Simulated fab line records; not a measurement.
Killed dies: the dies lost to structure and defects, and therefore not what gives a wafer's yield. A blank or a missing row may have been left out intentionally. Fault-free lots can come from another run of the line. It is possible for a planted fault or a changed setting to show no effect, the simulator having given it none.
fab line records -- flow nandHarc
record lots=6, wafers=18, lastDay=34
route steps=1302 shown A_WL_FILL@971 A_CONTACT@983 END@1302
lots that met no fault: taken from a fault-free run of the same line
startH: the number of hours between the record's first day and the start of the first shown wafer of the lot -- waitH: how many hours have passed since the lot's step before this one -- " as in the row above -- L1.1+2: several wafers, shown together as one row -- - value missing, or start not given -- * or withheld: withheld -- < > ~ a bound
route shown NAME@n: NAME is a module with steps in the file, n the number in the route of the first one -- usual: the fault-free wafers' mean and standard deviation -- same: alike in all rows -- chamber/n: place in a boat -- sites: readings site by site -- _std_site: their standard deviation -- _edge_site: the outer-site mean with the inner-site mean subtracted -- radiusMm: for every site, how far away it sits from the centre of the wafer -- mask NAME#n: copy n -- behind: the tool/chamber that last shaped the wafer -- hold: the reason the lot was held/the length of the hold in hours/how it ended -- device: the transistor (n, p or np) that didn't switch -- end of line: the same wafers' tests at the end of the route -- step lacking rows: just its recipe -- killed: dies lost to structure and defects at the first sort, not the wafer's yield -- map: the dies of a wafer, with x for killed, . for not killed, _ for no die there
set.NAME: the setting as run; set.NAME@STEP: as run at that earlier step -- model.NAME: the simulator's own value behind a step, which no gauge read
certain route steps with their lots: each step a table, each wafer a row
services: from which hour (startH, from the record's first day; less than 0 if before it) a tool's chamber was out of use, for how many hours, and why
## steps
# step NHARC_A_WL_FILL_CVD_23
# recipe targetThkA=400, tempC=620, pressureMtorr=200, timeS=800, material=poly-Si
# step NHARC_A_WL_FILL_ETCHBACK_26
# recipe targetDepthA=520, timeS=13.3, hbrFlowSccm=150, rfW=350, icpW=350, biasW=60, chemistry=HBr
# usual drypumpMotorCurrentA=5.7/0.45, oesProductAu=1.001/0.0097, throttleValvePct=23.267/0.0093
lot.wafer,tool,chamber,startH,waitH,drypumpMotorCurrentA,oesProductAu,rfHoursCounterH,throttleValvePct
L283.2,rieSi-05,0,521.50,0.4,5.9,1.007,0.2,23.262
L283.3,rieSi-05,1,521.50,0.4,5.1,1.002,0.2,23.274
L283.6,rieSi-05,2,521.50,0.4,5.9,0.997,-,23.272
L288.1,rieSi-06,0,575.80,0.4,5.7,1.007,1.0,23.271
L288.4,rieSi-06,2,575.80,0.4,5.3,0.998,0.9,23.266
L288.5,rieSi-06,0,575.80,0.4,5.7,1.006,-,23.268
L289.2,rieSi-04,2,590.14,0.4,5.9,1.001,0.3,23.258
L289.3,rieSi-04,3,590.14,0.4,5.0,0.999,0.2,23.253
L289.1,rieSi-04,0,590.14,0.4,5.9,1.006,0.3,23.259
L297.1,rieSi-04,3,659.83,0.4,5.0,1.006,0.7,23.265
L297.6,rieSi-04,2,659.83,0.4,5.9,1.010,-,23.263
L297.5,rieSi-04,3,659.83,0.4,5.0,1.002,-,23.257
L298.2,rieSi-05,2,671.86,0.4,5.9,1.006,0,23.267
L298.3,rieSi-05,0,671.86,0.4,5.9,0.997,0,23.273
L298.1,rieSi-05,1,671.86,0.4,5.1,0.995,0,23.264
L301.4,rieSi-05,3,721.75,0.4,6.5,0.987,0.4,23.262
L301.2,rieSi-05,1,721.75,0.4,5.1,0.992,0.4,23.282
L301.6,rieSi-05,3,721.75,0.4,6.5,0.985,-,23.253
# step NHARC_A_WL_FILL_PRECLEAN_30
# recipe timeS=10, chemistry=dHF
# step NHARC_A_WL_FILL_SRD_14
# step NHARC_A_WL_FILL_ALD_19
# recipe targetThkA=20, pulseTimeS=3, aldCycles=100, tempC=450, material=TiN
# usual heaterPowerOuterW=659/72, heaterPowerW=1045/110, precursorPulseHeightRel=0.996/0.021
lot.wafer,tool,chamber,startH,waitH,heaterPowerOuterW,heaterPowerW,precursorPulseHeightRel
L283.2,aldMetal-04,1,521.74,0.1,797,1155,1.009
L283.3,aldMetal-04,2,521.74,0.1,766,1265,1.002
L283.6,aldMetal-04,2,521.74,0.1,773,1228,0.984
L288.1,aldMetal-02,3,576.07,0.1,626,1043,0.974
L288.4,aldMetal-02,1,576.07,0.1,599,934,0.983
L288.5,aldMetal-02,0,576.07,0.1,700,1115,0.993
L289.1,aldMetal-02,3,590.43,0.1,624,1028,0.980
L289.2,aldMetal-02,0,590.43,0.1,710,1093,0.958
L289.3,aldMetal-02,1,590.43,0.1,587,938,1.007
L297.1,aldMetal-01,0,660.15,0.2,697,1055,1.018
L297.5,aldMetal-01,1,660.15,0.2,677,1089,0.993
L297.6,aldMetal-01,2,660.15,0.2,678,1090,0.996
L298.3,aldMetal-04,2,672.12,0.1,755,1238,1.000
L298.2,aldMetal-04,0,672.12,0.1,594,886,1.026
L298.1,aldMetal-04,1,672.12,0.1,793,1199,1.000
L301.2,aldMetal-02,1,722.02,0.1,549,882,0.978
L301.4,aldMetal-02,0,722.02,0.1,729,1104,0.986
L301.6,aldMetal-02,1,722.02,0.1,553,849,0.996
# step NHARC_A_WL_FILL_CVD_20
# recipe targetThkA=1000, tempC=400, pressureTorr=40, wf6FlowSccm=40, h2FlowSccm=1600, arFlowSccm=1560, timeS=74, material=W
# usual heaterPowerOuterW=493/45, heaterPowerW=804/74, throttleValvePct=7.7/0.3
lot.wafer,tool,chamber,startH,waitH,heaterPowerOuterW,heaterPowerW,throttleValvePct
L283.2,cvdW-02,0,-,-,504,843,7.3
L283.3,cvdW-02,1,-,-,435,730,8.0
L283.6,cvdW-02,1,-,-,433,724,7.6
L288.1,cvdW-01,1,-,-,467,751,8.1
L288.4,cvdW-01,1,-,-,468,752,8.1
L288.5,cvdW-01,1,-,-,476,734,7.6
L289.1,cvdW-02,0,-,-,515,868,7.4
L289.2,cvdW-02,1,-,-,425,727,7.7
L289.3,cvdW-02,0,-,-,529,889,7.3
L297.1,cvdW-02,0,-,-,552,923,7.9
L297.5,cvdW-02,1,-,-,420,712,8.0
L297.6,cvdW-02,0,-,-,546,916,7.5
L298.2,cvdW-02,1,-,-,420,712,7.8
L298.1,cvdW-02,0,-,-,536,912,7.7
L298.3,cvdW-02,1,-,-,422,700,7.9
L301.2,cvdW-01,1,-,-,465,782,8.2
L301.4,cvdW-01,1,-,-,468,743,7.9
L301.6,cvdW-01,1,-,-,483,773,8.2
# step NHARC_A_WL_FILL_CMP_12
# recipe tOverpolishS=30, targetThkNm=100
# usual motorCurrentA=11.9/0.95, overpolishRunS=30.000/0.0096, timeToEndpointS=19.9/2.5
lot.wafer,tool,chamber,startH,waitH,motorCurrentA,overpolishRunS,timeToEndpointS
L283.2,cmp-04,2,522.15,0.2,12.9,30.001,18.4
L283.3,cmp-04,0,522.15,0.2,12.2,30.001,16.5
L283.6,cmp-04,2,522.15,0.2,12.8,29.993,18.7
L288.1,cmp-02,0,576.50,0.2,12.6,30.015,19.2
L288.4,cmp-02,1,576.50,0.2,11.7,30.009,19.9
L288.5,cmp-02,2,576.50,0.2,13.4,30.007,21.8
L289.1,cmp-02,2,590.82,0.2,12.7,29.976,22.3
L289.2,cmp-02,3,590.82,0.2,10.5,30.001,20.0
L289.3,cmp-02,0,590.82,0.2,12.6,30.011,19.3
L297.1,cmp-03,3,660.47,0.1,12.3,30.002,21.6
L297.5,cmp-03,3,660.47,0.1,12.6,30.000,20.1
L297.6,cmp-03,0,660.47,0.1,10.0,29.996,19.6
L298.3,cmp-02,3,672.50,0.1,11.1,30.011,19.8
L298.2,cmp-02,0,672.50,0.1,13.0,30.006,18.2
L298.1,cmp-02,2,672.50,0.1,12.3,29.987,24.4
L301.4,cmp-02,0,722.40,0.1,13.0,30.002,17.8
L301.2,cmp-02,3,722.40,0.1,10.4,30.004,19.7
L301.6,cmp-02,1,722.40,0.1,11.5,30.002,16.6
# step NHARC_A_WL_FILL_SRD_31
# step NHARC_A_WL_FILL_INSPECT_15
# usual rawDefectCount=455/120
lot.wafer,tool,chamber,startH,waitH,rawDefectCount
L283.2,defectInspect-02,-,522.62,0.0,302
L283.3,defectInspect-02,-,522.62,0.0,324
L283.6,defectInspect-02,-,522.62,0.0,483
L288.1,defectInspect-01,-,576.97,0.0,329
L288.4,defectInspect-01,-,576.97,0.0,337
L288.5,defectInspect-01,-,576.97,0.0,302
L289.1,defectInspect-02,-,591.26,0.0,428
L289.2,defectInspect-02,-,591.26,0.0,478
L289.3,defectInspect-02,-,591.26,0.0,416
L297.1,defectInspect-02,-,660.93,0.0,626
L297.5,defectInspect-02,-,660.93,0.0,662
L297.6,defectInspect-02,-,660.93,0.0,599
L298.1,defectInspect-02,-,672.97,0.0,444
L298.2,defectInspect-02,-,672.97,0.0,449
L298.3,defectInspect-02,-,672.97,0.0,450
L301.2,defectInspect-02,-,722.87,0.0,506
L301.4,defectInspect-02,-,722.87,0.0,402
L301.6,defectInspect-02,-,722.87,0.0,483
# step NHARC_A_CONTACT_DEP_24
# recipe targetThkA=5000, tempC=400, pressureTorr=6.5, rfW=900, teosFlowSccm=161.4, flowSccm=2650, targetThkNm=500, gas=O2, material=SiO2
# usual heaterPowerOuterW=337/74, heaterPowerW=616/130, mfcPrecursorSccm=161.3/0.46, throttleValvePct=15.9/0.56
lot.wafer,tool,chamber,startH,waitH,heaterPowerOuterW,heaterPowerW,mfcPrecursorSccm,throttleValvePct
L283.3,pecvd-02,1,522.68,0.1,386,649,160.9,16.1
L283.2,pecvd-02,0,522.68,0.1,470,786,161.6,17.0
L283.6,pecvd-02,2,522.68,0.1,396,665,160.4,15.5
L288.1,pecvd-04,0,577.10,0.1,263,466,161.4,15.0
L288.4,pecvd-04,2,577.10,0.1,402,784,161.5,15.8
L288.5,pecvd-04,1,577.10,0.1,289,564,162.0,16.2
L289.3,pecvd-04,1,591.55,0.3,305,574,161.2,16.2
L289.2,pecvd-04,2,591.55,0.3,378,730,160.9,15.5
L289.1,pecvd-04,0,591.55,0.3,273,474,161.2,15.0
L297.1,pecvd-04,0,661.13,0.2,251,446,160.9,14.7
L297.6,pecvd-04,1,661.13,0.2,308,577,161.0,16.1
L297.5,pecvd-04,2,661.13,0.2,379,754,160.9,15.6
L298.3,pecvd-04,1,673.04,0.1,311,597,161.1,16.3
L298.1,pecvd-04,2,673.04,0.1,363,717,161.6,15.7
L298.2,pecvd-04,0,673.04,0.1,293,508,161.5,15.1
L301.2,pecvd-02,0,722.93,0.1,482,822,161.4,16.4
L301.4,pecvd-02,0,722.93,0.1,512,857,161.4,16.5
L301.6,pecvd-02,1,722.93,0.1,301,533,161.4,16.2
# step NHARC_A_CONTACT_DEP_28
# recipe targetThkA=70000, tempC=400, material=aC
# step NHARC_A_CONTACT_DEP_29
# recipe targetThkA=1000, targetThkNm=100, tempC=400, pressureTorr=3.5, flowSccm=200, rfW=350, material=SiON
# step NHARC_A_CONTACT_DEHYDRATE_32
# recipe tempC=150, timeS=120
# step NHARC_A_CONTACT_HMDS_33
# recipe timeS=30
# step NHARC_A_CONTACT_COAT_34
# recipe tempC=260, timeS=75
# step NHARC_A_CONTACT_COAT_35
# recipe tempC=225, timeS=65
# step NHARC_A_CONTACT_COAT_36
# recipe spinRpm=1500, resistThkNm=90
# step NHARC_A_CONTACT_SOFTBAKE_37
# recipe tempC=105, timeS=55
# step NHARC_A_CONTACT_EBR_38
# step NHARC_A_CONTACT_EXPOSE_39
# recipe na=1.35, sigmaOuter=0.8, doseMj=58.79, maskId=A_CC_3
# step NHARC_A_CONTACT_PEB_40
# recipe pebTempC=100, pebTimeS=65
# step NHARC_A_CONTACT_DEVELOP_41
# recipe developTimeS=35, devTempC=23
# step NHARC_A_CONTACT_CD_MEAS_42
# recipe targetCdNm=300, landingEnergyEv=500
# usual cdNm=300.0/0.44
lot.wafer,tool,chamber,startH,waitH,cdNm
L283.2,cdSem-03,0,528.18,-,299.6
L283.3,cdSem-03,0,528.18,-,299.8
L283.6,cdSem-03,0,528.18,-,300.2
L288.1,cdSem-03,0,582.63,-,300.3
L288.4,cdSem-03,0,582.63,-,300.1
L288.5,cdSem-03,0,582.63,-,300.0
L289.1,cdSem-03,0,599.95,-,299.6
L289.2,cdSem-03,0,599.95,-,299.7
L289.3,cdSem-03,0,599.95,-,300.5
L297.1,cdSem-01,0,666.58,-,299.6
L297.5,cdSem-01,0,666.58,-,300.5
L297.6,cdSem-01,0,666.58,-,300.1
L298.1,cdSem-02,0,678.64,-,299.3
L298.2,cdSem-02,0,678.64,-,299.8
L298.3,cdSem-02,0,678.64,-,299.7
L301.2,cdSem-01,0,728.39,-,299.5
L301.4,cdSem-01,0,728.39,-,300.0
L301.6,cdSem-01,0,728.39,-,299.6
# step NHARC_A_CONTACT_OVL_MEAS_43
# usual overlayXNm=-0.1/0.96, overlayYNm=0.0/0.82
lot.wafer,tool,chamber,startH,waitH,overlayXNm,overlayYNm
L283.2,overlay-01,-,528.26,-,1.6,-0.2
L283.3,overlay-01,-,528.26,-,1.4,-0.3
L283.6,overlay-01,-,528.26,-,0.9,-0.3
L288.1,overlay-02,-,582.72,-,1.5,-0.7
L288.4,overlay-02,-,582.72,-,1.6,-1.0
L288.5,overlay-02,-,582.72,-,1.8,-0.7
L289.1,overlay-01,-,600.04,-,0.0,-0.4
L289.2,overlay-01,-,600.04,-,-0.3,-0.3
L289.3,overlay-01,-,600.04,-,0.0,-0.3
L297.1,overlay-01,-,666.67,-,-0.9,1.0
L297.5,overlay-01,-,666.67,-,-0.7,1.6
L297.6,overlay-01,-,666.67,-,-0.9,1.4
L298.1,overlay-01,-,678.73,-,-0.4,0.3
L298.2,overlay-01,-,678.73,-,-0.6,0.9
L298.3,overlay-01,-,678.73,-,-0.1,-0.2
L301.2,overlay-02,-,728.47,-,-0.1,-0.2
L301.4,overlay-02,-,728.47,-,0.3,-0.6
L301.6,overlay-02,-,728.47,-,0.3,-0.7
# step NHARC_A_CONTACT_DESCUM_47
# recipe timeS=3, o2FlowSccm=200, arFlowSccm=0, biasPowerW=0, chemistry=O2
# usual drypumpMotorCurrentA=5.8/0.45, oesProductAu=0.998/0.0094, rfVppV=57.7/1, showerheadPlenumPTorr=1.92/0.09, throttleValvePct=11.312/0.0085
lot.wafer,tool,chamber,startH,waitH,hold,drypumpMotorCurrentA,oesProductAu,rfHoursCounterH,rfVppV,showerheadPlenumPTorr,throttleValvePct
L283.2,rieDiel-08,0,528.36,0.1,-,6.4,1.007,24,58.7,2.07,11.320
L283.3,rieDiel-08,2,528.36,0.1,-,5.3,1.000,28,58.3,1.91,11.308
L283.6,rieDiel-08,1,528.36,0.1,-,5.9,0.993,-,57.3,1.87,11.307
L288.4,rieDiel-04,3,585.22,2.3,awaitDispo/2.2h/release,6.1,0.989,12,58.7,2.01,11.312
L288.1,rieDiel-04,1,585.22,2.3,awaitDispo/2.2h/release,6.0,1.002,10,60.8,2.05,11.304
L288.5,rieDiel-04,3,585.22,2.3,awaitDispo/2.2h/release,6.1,0.993,-,59.5,2.01,11.308
L289.3,rieDiel-02,1,602.24,2.0,awaitDispo/1.7h/release,5.1,0.986,5,58.2,1.89,11.300
L289.2,rieDiel-02,2,602.24,2.0,awaitDispo/1.7h/release,5.5,1.010,3,58.2,1.91,11.302
L289.1,rieDiel-02,3,602.24,2.0,awaitDispo/1.7h/release,5.6,0.998,3,58.5,1.96,11.309
L297.1,rieDiel-02,3,666.78,0.1,-,5.6,1.001,26,56.9,1.95,11.308
L297.5,rieDiel-02,2,666.78,0.1,-,5.5,1.000,-,58.2,1.90,11.305
L297.6,rieDiel-02,3,666.78,0.1,-,5.6,1.001,-,58.9,1.95,11.301
L298.1,rieDiel-08,3,678.83,0.1,-,5.8,1.010,20,56.9,1.79,11.317
L298.2,rieDiel-08,2,678.83,0.1,-,5.3,0.991,21,57.1,1.90,11.318
L298.3,rieDiel-08,3,678.83,0.1,-,5.8,1.009,-,58.2,1.79,11.321
L301.2,rieDiel-04,1,728.57,0.1,-,6.0,1.009,3,59.4,2.04,11.316
L301.4,rieDiel-04,1,728.57,0.1,-,6.1,0.987,-,59.9,2.04,11.331
L301.6,rieDiel-04,0,728.57,0.1,-,5.3,1.004,-,57.6,1.84,11.307
# step NHARC_END_SORT_01
# recipe tempC=25
# usual killedAtArray=56/19, killedAtOther=1.0/1.3, killedAtPeriphery=3.8/2.2, killedDies=61/19, killedOpen=3.1/1.9, killedShort=2.3/1.5
# same grossDies=677
lot.wafer,tool,chamber,startH,waitH,killedAtArray,killedAtOther,killedAtPeriphery,killedDies,killedOpen,killedShort
L288.1,prober-01,0,675.71,2.5,140,1,0,141,1,3
L288.4,prober-01,0,678.10,3.4,151,2,1,154,3,2
L288.5,prober-01,0,678.90,3.7,124,1,2,127,1,1
L289.1,prober-02,0,699.82,2.5,177,0,2,179,2,2
L289.2,prober-02,0,700.62,2.8,166,1,0,167,2,0
L289.3,prober-02,0,701.42,3.1,112,1,2,115,1,2
# killed by level:class
L288.1 A_CONTACT:unspecified=100 A_SLIT:chamberFilmFlake=20 A_CHANNEL_HOLE_D2:chamberFilmFlake=6 A_STAIRCASE:chamberFilmFlake=3 A_CHANNEL_FILL_D1:geometricParticle:short=2 A_CHANNEL_HOLE_D1:chamberFilmFlake=2 A_DECK1_JOINT:chamberFilmFlake=2 A_BLC:chamberFilmFlake=2
L288.4 A_CONTACT:unspecified=95 A_SLIT:chamberFilmFlake=21 A_CHANNEL_HOLE_D2:chamberFilmFlake=10 A_CONTACT:chamberFilmFlake=9 A_CHANNEL_HOLE_D1:chamberFilmFlake=6 A_STAIRCASE:chamberFilmFlake=3 THIN_TSV:chamberFilmFlake=2 P_CONTACT:geometricParticle:open=1
L288.5 A_CONTACT:unspecified=59 A_SLIT:chamberFilmFlake=27 A_CHANNEL_HOLE_D2:chamberFilmFlake=12 A_BLC:chamberFilmFlake=8 A_STAIRCASE:chamberFilmFlake=7 A_CONTACT:chamberFilmFlake=6 A_CHANNEL_HOLE_D1:chamberFilmFlake=4 P_GATE:geometricParticle:short=1
L289.1 A_CONTACT:unspecified=108 A_CHANNEL_HOLE_D1:chamberFilmFlake=33 A_SLIT:chamberFilmFlake=27 A_CONTACT:chamberFilmFlake=2 P_STI:geometricParticle:open=1 P_M0:geometricParticle:open=1 A_ONON_D1:geometricParticle:short=1 A_CHANNEL_FILL_D2:geometricParticle:short=1
L289.2 A_CONTACT:unspecified=96 A_CHANNEL_HOLE_D1:chamberFilmFlake=36 A_SLIT:chamberFilmFlake=25 A_CONTACT:chamberFilmFlake=5 A_CONTACT:geometricParticle:open=2 A_CHANNEL_FILL_D1:chamberFilmFlake=1 A_STAIRCASE:chamberFilmFlake=1 THIN_TSV:chamberFilmFlake=1
L289.3 A_CONTACT:unspecified=53 A_CHANNEL_HOLE_D1:chamberFilmFlake=25 A_SLIT:chamberFilmFlake=25 A_WL_FILL:chamberFilmFlake=3 A_CHANNEL_FILL_D1:chamberFilmFlake=2 P_GATE:geometricParticle:open=1 A_SOURCE_PLATE:geometricParticle:short=1 A_ONON_D1:geometricParticle:short=1
# map L288.4 (x killed, . not)
____________.____________
_________xxxx..._________
_______.xxxxxx...._______
______..x.xxx.x....______
_____....xxxxx......_____
____......xxxxx......____
____.......xxx....x..____
___.........x........x___
___.......x.x.......x.___
__...x.x...............__
__.....x....x..........__
_.......xx.............._
_.............x........._
_x...x.................._
_.xxxx........x........._
_xxxxx.x..........x....._
xxxxxxxx........x.....x..
xxxxxxx..x...............
xxxxxxxx....x.x..........
xxxxxxxx.......x.x.......
xxxxxxxxx.......x....x...
_xxxxxxxx..............._
_xxxxxxxxx......x......._
_xxxxx.xx..............._
_xxxxxxx................_
_x.xxxx.x....x........x._
__..xx.................__
__xx.xx................__
___...................___
___xx........x........___
____.................____
____................x____
_____..............._____
______.............______
_______..........._______
_________......._________
____________.____________
# map L289.1 (x killed, . not)
____________x____________
_________xxxxx.._________
_______.xxx.xx...._______
______.x..xxxx.....______
_____.....xxx......._____
____......xxxxx......____
____....x..x......x..____
___.........x.........___
___.x.....x...x.......___
__................x....__
__.....................__
_............x.........._
_......................._
_......................._
_................x......_
_............x....x....._
...............xxx.......
.............x.xxxx......
............x.x.xx.......
............x.xxxxx......
..............xxxxx......
_............x..xx.x...._
_.........xxxxxxx......._
_...........xxxxx......._
_.........xxxxxxx.xx...._
_........xxxxxxxxx......_
__.....xxxxxxxxxxx.....__
__.......xxxxxxxx.x....__
___.....xxxxxxxxxxx...___
___......xxxxxxxxx....___
____....xxxxxxxxxx...____
____......xxxxxxx....____
_____....xxxxxxxx..._____
______....xxxxxxxx.______
_______...xxxxxxx._______
_________.xxx.xx_________
____________x____________
## services
tool,chamber,startH,hours,kind
rieDiel-08,-,498.20,0.6,repair
pecvd-02,2,503.27,5.1,repair
rieSi-04,-,504.59,0.7,repair
pecvd-04,1,516.84,3.2,repair
rieSi-04,-,519.00,9.0,pm
aldMetal-02,2,519.94,4.1,repair
cmp-02,-,526.63,4.0,pm
rieSi-05,0,531.24,6.7,repair
cvdW-01,1,535.56,2.7,repair
rieDiel-04,-,536.33,9.0,pm
cvdW-02,0,536.92,12.9,repair
rieDiel-08,-,545.53,9.0,pm
pecvd-04,-,546.50,3.0,repair
cvdW-01,-,547.08,13.0,pm
pecvd-04,0,552.80,10.3,repair
rieSi-05,1,569.46,1.9,repair
aldMetal-02,-,610.00,10.0,pm
cmp-02,-,624.63,4.0,pm
cvdW-02,-,631.00,13.0,pm
pecvd-04,-,631.56,13.0,pm
rieSi-05,-,659.04,9.0,pm
cmp-02,-,703.37,0.6,repair
cmp-02,-,709.82,1.1,repair
cmp-02,-,722.63,4.0,pm
## key
firstSign step=NHARC_END_SORT_01, reading=killedAtArray, direction=up, sigmas=4.7, usual=56, struck=145
effect step=NHARC_END_SORT_01, reading=killedDies, direction=up, sigmas=4.6, usual=61, struck=147
moreKillsBornAt NHARC_A_CONTACT_DEP_24@pecvd-04=511
metAt NHARC_A_CONTACT_DEP_24
struckWafers L288.1,L288.4,L288.5,L289.1,L289.2,L289.3
testerLeftOut L288,L289
fault kind=chamberParticleSource, tool=pecvd-04, chamber=-, onsetH=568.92, steps=NHARC_A_CONTACT_DEP_24, ratePerVisitCm2=1.826, endH=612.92
# testerLeftOut: of these lots the tester's yield and bins aren't shown, on N5 and GAA mostly nor the transistor test; their killed dies are dies lost to structure and defects alone, not to doping, threshold or leakage, so they don't give the yield
